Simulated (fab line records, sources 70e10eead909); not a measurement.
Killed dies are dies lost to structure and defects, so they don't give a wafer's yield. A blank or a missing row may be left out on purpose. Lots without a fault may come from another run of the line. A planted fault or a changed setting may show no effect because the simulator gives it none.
Which tool did it? | flow nand_harc | 7 lots, 21 wafers sampled, at 3 steps of a route of 1302

WHAT THE GAUGES READ, wafer by wafer
NHARC_END_SORT_01.
lot  | measured     | on        | killed_at_periphery
L933 | day 24 11:13 | prober-01 | 1 2 1
L941 | day 28 06:05 | prober-01 | 1 2 2
L943 | day 28 22:20 | prober-01 | 4 6 6

WHICH TOOL RAN EACH LOT (tool, then ch and the chambers of the sampled wafers, then the start)
lot  | NHARC_A_DECK1_JOINT_ETCH_25         | NHARC_THIN_TSV_CMP_21
L933 | wet_bench-05 ch 2,5,6, day 11 12:55 | cmp-04 ch 0,1,2, day 23 23:30
L936 | wet_bench-06 ch 2,4,7, day 12 08:01 | cmp-02 ch 0,2,3, day 25 03:05
L938 | wet_bench-06 ch 2,6,7, day 13 04:53 | cmp-02 ch 0,1, day 26 03:47
L941 | wet_bench-06 ch 1,5,6, day 14 11:02 | -
L943 | wet_bench-05 ch 0,1,2, day 15 02:09 | -
L952 | wet_bench-01 ch 0,5,6, day 19 06:08 | cmp-03 ch 0,2,3, day 32 07:34
L953 | wet_bench-06 ch 0,4,6, day 20 02:48 | cmp-02 ch 2,3, day 34 04:26
- NHARC_A_DECK1_JOINT_ETCH_25: etches SiO2 in dHF, target depth 0.5 nm.
- NHARC_THIN_TSV_CMP_21: polishes, t overpolish 30 s, target thk 2000 nm.

THE ANSWER, worked out from the rows above alone
Rule: what is usual is taken from the lots themselves. Put in order of their means at a reading, lots are off if they are a third of the lots or fewer, leave a main group of 4 or more, and stand apart from it by a gap of 3 or more times the standard deviation of the main group's means; of several such gaps the widest counts. A main group whose means are all the same, to the digits that the tables above print for the reading, isn't used. A lot without any number at a reading at which 4 lots or more have one is off too. The other lots that the step has rows for count as sound.
No lot is off at any reading shown: from this, nothing can be told.

WHAT THE SIMULATOR HAD PUT IN
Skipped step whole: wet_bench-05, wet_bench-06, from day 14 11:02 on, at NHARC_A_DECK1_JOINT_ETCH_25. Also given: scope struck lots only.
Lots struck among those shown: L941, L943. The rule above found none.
